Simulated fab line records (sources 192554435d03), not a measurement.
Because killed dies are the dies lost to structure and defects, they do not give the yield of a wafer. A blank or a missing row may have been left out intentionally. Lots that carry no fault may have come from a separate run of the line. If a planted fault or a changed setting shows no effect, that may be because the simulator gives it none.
Which tool did it? :: flow n5 finfet :: 9 lots (27 wafers sampled), 1 step of a 1938-step route

WHAT THE GAUGES READ, wafer by wafer
N5_BEOL_M4_INSPECT_30: inspects for defects (brightfield).
lot: L450
measured: day 7 05:06
on: defect inspect-02
raw defect count: 581 365 268

lot: L454
measured: day 8 19:40
on: defect inspect-01
raw defect count: 538 437 392

lot: L457
measured: day 9 06:25
on: defect inspect-02
raw defect count: 428 423 578

lot: L459
measured: day 10 04:46
on: defect inspect-02
raw defect count: 522 609 594

lot: L463
measured: day 10 13:20
on: defect inspect-02
raw defect count: 468 496 420

lot: L467
measured: day 11 22:34
on: defect inspect-01
raw defect count: 610 615 453

lot: L473
measured: day 13 04:02
on: defect inspect-02
raw defect count: 332 384 310

lot: L470
measured: day 13 06:12
on: defect inspect-02
raw defect count: 583 549 563

lot: L472
measured: day 13 12:40
on: defect inspect-02
raw defect count: 387 307 384

WHAT TOOL EACH LOT RAN ON (gives the tool, then ch and the chambers of the sampled wafers, and finally the start)
Before these readings, the record contains no process step.

THE ANSWER, worked out from the rows above alone
Rule: usual is defined by the lots themselves. Put in order of their means at a reading, lots are off if they are a third of the lots or fewer, leave a main group of 4 or more, and stand apart from it by a gap of 3 or more times the standard deviation of the main group's means; of several such gaps the widest counts. The tables above print the reading to a certain number of digits; a main group whose means all agree to those digits is not used. A lot without any number at a reading at which 4 lots or more have one is off too. The other lots that the step has rows for count as sound.
Across all readings shown, no lot is off: no conclusion can be drawn from this.

WHAT WAS PUT IN BY THE SIMULATOR
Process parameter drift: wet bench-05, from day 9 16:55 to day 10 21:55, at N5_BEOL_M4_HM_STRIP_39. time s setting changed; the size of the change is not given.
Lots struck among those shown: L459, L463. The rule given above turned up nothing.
